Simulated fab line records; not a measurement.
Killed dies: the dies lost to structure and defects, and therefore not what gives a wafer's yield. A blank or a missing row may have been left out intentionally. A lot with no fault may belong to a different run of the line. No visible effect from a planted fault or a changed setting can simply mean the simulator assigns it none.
Split-lot study :: flow n5Finfet :: 21 wafers read across 7 lots, on a route 1938 steps long

## ABOUT THE SPLIT
At N5_BEOL_M0_SAQP_HM_DEP_02 (deposits TiN, target thk 12 nm), the setting targetThkA was moved away from the recipe's 120 angstrom on 5 of the 21 wafers read, by -11.4% to +7.8%. This setting was run at the recipe's value on the other wafers.

Reading taken at the split's own step.

## THE READING
TiN_of_BEOL_M0_SAQP_HM_DEP_02.thkNm (the simulator's own value, which no gauge read), in nm, at N5_BEOL_M0_SAQP_HM_DEP_02 (deposits TiN, target thk 12 nm). The file gives no usual value for it. Average 11.9 nm, standard deviation 0.14 nm, over the 16 wafers here run with the recipe.

wafer: L076.1
tool, chamber at the split: pvdSputter-03, -
targetThkA as run, angstrom: 120
against the recipe: recipe
TiN_of_BEOL_M0_SAQP_HM_DEP_02.thkNm, nm: 12
against lot-mates on the recipe: -

wafer: L076.5
tool, chamber at the split: pvdSputter-03, -
targetThkA as run, angstrom: 120
against the recipe: recipe
TiN_of_BEOL_M0_SAQP_HM_DEP_02.thkNm, nm: 12
against lot-mates on the recipe: -

wafer: L076.3
tool, chamber at the split: pvdSputter-03, -
targetThkA as run, angstrom: 115
against the recipe: -4.2%
TiN_of_BEOL_M0_SAQP_HM_DEP_02.thkNm, nm: 11.6
against lot-mates on the recipe: -0.4

wafer: L088.2
tool, chamber at the split: pvdSputter-01, -
targetThkA as run, angstrom: 120
against the recipe: recipe
TiN_of_BEOL_M0_SAQP_HM_DEP_02.thkNm, nm: 12
against lot-mates on the recipe: -

wafer: L088.3
tool, chamber at the split: pvdSputter-01, -
targetThkA as run, angstrom: 120
against the recipe: recipe
TiN_of_BEOL_M0_SAQP_HM_DEP_02.thkNm, nm: 12
against lot-mates on the recipe: -

wafer: L088.4
tool, chamber at the split: pvdSputter-01, -
targetThkA as run, angstrom: 120
against the recipe: recipe
TiN_of_BEOL_M0_SAQP_HM_DEP_02.thkNm, nm: 11.8
against lot-mates on the recipe: -

wafer: L089.2
tool, chamber at the split: pvdSputter-01, -
targetThkA as run, angstrom: 120
against the recipe: recipe
TiN_of_BEOL_M0_SAQP_HM_DEP_02.thkNm, nm: 11.8
against lot-mates on the recipe: -

wafer: L089.3
tool, chamber at the split: pvdSputter-01, -
targetThkA as run, angstrom: 115.4
against the recipe: -3.8%
TiN_of_BEOL_M0_SAQP_HM_DEP_02.thkNm, nm: 11.6
against lot-mates on the recipe: -0.2

wafer: L089.4
tool, chamber at the split: pvdSputter-01, -
targetThkA as run, angstrom: 115.4
against the recipe: -3.8%
TiN_of_BEOL_M0_SAQP_HM_DEP_02.thkNm, nm: 11.4
against lot-mates on the recipe: -0.4

wafer: L091.1
tool, chamber at the split: pvdSputter-01, -
targetThkA as run, angstrom: 120
against the recipe: recipe
TiN_of_BEOL_M0_SAQP_HM_DEP_02.thkNm, nm: 11.8
against lot-mates on the recipe: -

wafer: L091.4
tool, chamber at the split: pvdSputter-01, -
targetThkA as run, angstrom: 120
against the recipe: recipe
TiN_of_BEOL_M0_SAQP_HM_DEP_02.thkNm, nm: 11.8
against lot-mates on the recipe: -

wafer: L091.6
tool, chamber at the split: pvdSputter-01, -
targetThkA as run, angstrom: 120
against the recipe: recipe
TiN_of_BEOL_M0_SAQP_HM_DEP_02.thkNm, nm: 11.8
against lot-mates on the recipe: -

wafer: L092.1
tool, chamber at the split: pvdSputter-02, -
targetThkA as run, angstrom: 129.3
against the recipe: +7.8%
TiN_of_BEOL_M0_SAQP_HM_DEP_02.thkNm, nm: 13.2
against lot-mates on the recipe: +1.0

wafer: L092.3
tool, chamber at the split: pvdSputter-02, -
targetThkA as run, angstrom: 120
against the recipe: recipe
TiN_of_BEOL_M0_SAQP_HM_DEP_02.thkNm, nm: 12.2
against lot-mates on the recipe: -

wafer: L092.6
tool, chamber at the split: pvdSputter-02, -
targetThkA as run, angstrom: 120
against the recipe: recipe
TiN_of_BEOL_M0_SAQP_HM_DEP_02.thkNm, nm: 12.2
against lot-mates on the recipe: -

wafer: L095.1
tool, chamber at the split: pvdSputter-03, -
targetThkA as run, angstrom: 120
against the recipe: recipe
TiN_of_BEOL_M0_SAQP_HM_DEP_02.thkNm, nm: 11.8
against lot-mates on the recipe: -

wafer: L095.6
tool, chamber at the split: pvdSputter-03, -
targetThkA as run, angstrom: 120
against the recipe: recipe
TiN_of_BEOL_M0_SAQP_HM_DEP_02.thkNm, nm: 11.8
against lot-mates on the recipe: -

wafer: L095.4
tool, chamber at the split: pvdSputter-03, -
targetThkA as run, angstrom: 106.3
against the recipe: -11.4%
TiN_of_BEOL_M0_SAQP_HM_DEP_02.thkNm, nm: 10.4
against lot-mates on the recipe: -1.4

wafer: L096.1
tool, chamber at the split: pvdSputter-02, -
targetThkA as run, angstrom: 120
against the recipe: recipe
TiN_of_BEOL_M0_SAQP_HM_DEP_02.thkNm, nm: 11.8
against lot-mates on the recipe: -

wafer: L096.4
tool, chamber at the split: pvdSputter-02, -
targetThkA as run, angstrom: 120
against the recipe: recipe
TiN_of_BEOL_M0_SAQP_HM_DEP_02.thkNm, nm: 11.8
against lot-mates on the recipe: -

wafer: L096.3
tool, chamber at the split: pvdSputter-02, -
targetThkA as run, angstrom: 120
against the recipe: recipe
TiN_of_BEOL_M0_SAQP_HM_DEP_02.thkNm, nm: 12
against lot-mates on the recipe: -

THE FIT
A straight line over all 21 wafers: TiN_of_BEOL_M0_SAQP_HM_DEP_02.thkNm changes by +0.136 nm for each +1% of targetThkA; r = +0.95; the points scatter about the line by 0.15 nm.
The same after taking each lot's own level away (the mean of its wafers on the recipe; 21 wafers): +0.118 nm for each +1%; r = +0.98; scatter 0.083 nm.
That fit puts the effect of the largest move of targetThkA on the reading at 1.3 nm.
Measured against the standard deviation above, the lots' own levels, which go from 11.80 to 12.20 nm, span 2.8 times it.
So the slope is not independent of the lot-to-lot level: the two fits are not the same.
Check: -1.24 nm against its lot-mates is what the line predicts for one of the wafers moved furthest among these (-11.4%) when that wafer is left out of the fit. It came out at -1.4 nm against them.

## OTHER SPLITS ON THESE WAFERS
Before the reading, these wafers also passed through other splits. Each is held against what the fit with the lots' levels taken away leaves over:
other split on the same wafers: N5_ZERO_LAYER_EXPOSE_08 doseMj
wafers away from the commonest value: 8
r with TiN_of_BEOL_M0_SAQP_HM_DEP_02.thkNm (lot level and that fit taken away): +0.20

other split on the same wafers: N5_ZERO_LAYER_DEVELOP_10 developTimeS
wafers away from the commonest value: 8
r with TiN_of_BEOL_M0_SAQP_HM_DEP_02.thkNm (lot level and that fit taken away): +0.31

other split on the same wafers: N5_SD_EPI_N_COAT_33 spinRpm
wafers away from the commonest value: 8
r with TiN_of_BEOL_M0_SAQP_HM_DEP_02.thkNm (lot level and that fit taken away): +0.27

other split on the same wafers: N5_SD_EPI_N_EXPOSE_06 doseMj
wafers away from the commonest value: 8
r with TiN_of_BEOL_M0_SAQP_HM_DEP_02.thkNm (lot level and that fit taken away): -0.23

other split on the same wafers: N5_ILD0_CMP_03 downForcePsi
wafers away from the commonest value: 6
r with TiN_of_BEOL_M0_SAQP_HM_DEP_02.thkNm (lot level and that fit taken away): +0.43

other split on the same wafers: N5_SDB_COAT_05 spinRpm
wafers away from the commonest value: 7
r with TiN_of_BEOL_M0_SAQP_HM_DEP_02.thkNm (lot level and that fit taken away): -0.13

other split on the same wafers: N5_MOL_CONTACT_COAG_ETCHBACK_136 targetDepthA
wafers away from the commonest value: 8
r with TiN_of_BEOL_M0_SAQP_HM_DEP_02.thkNm (lot level and that fit taken away): +0.04

other split on the same wafers: N5_MOL_CONTACT_COAG_VIA_ETCH_117 biasW
wafers away from the commonest value: 5
r with TiN_of_BEOL_M0_SAQP_HM_DEP_02.thkNm (lot level and that fit taken away): +0.02

## FILE'S OWN FIT
TiN_of_BEOL_M0_SAQP_HM_DEP_02.thkNm changes by +0.119 nm for each +1% of targetThkA, r = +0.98.
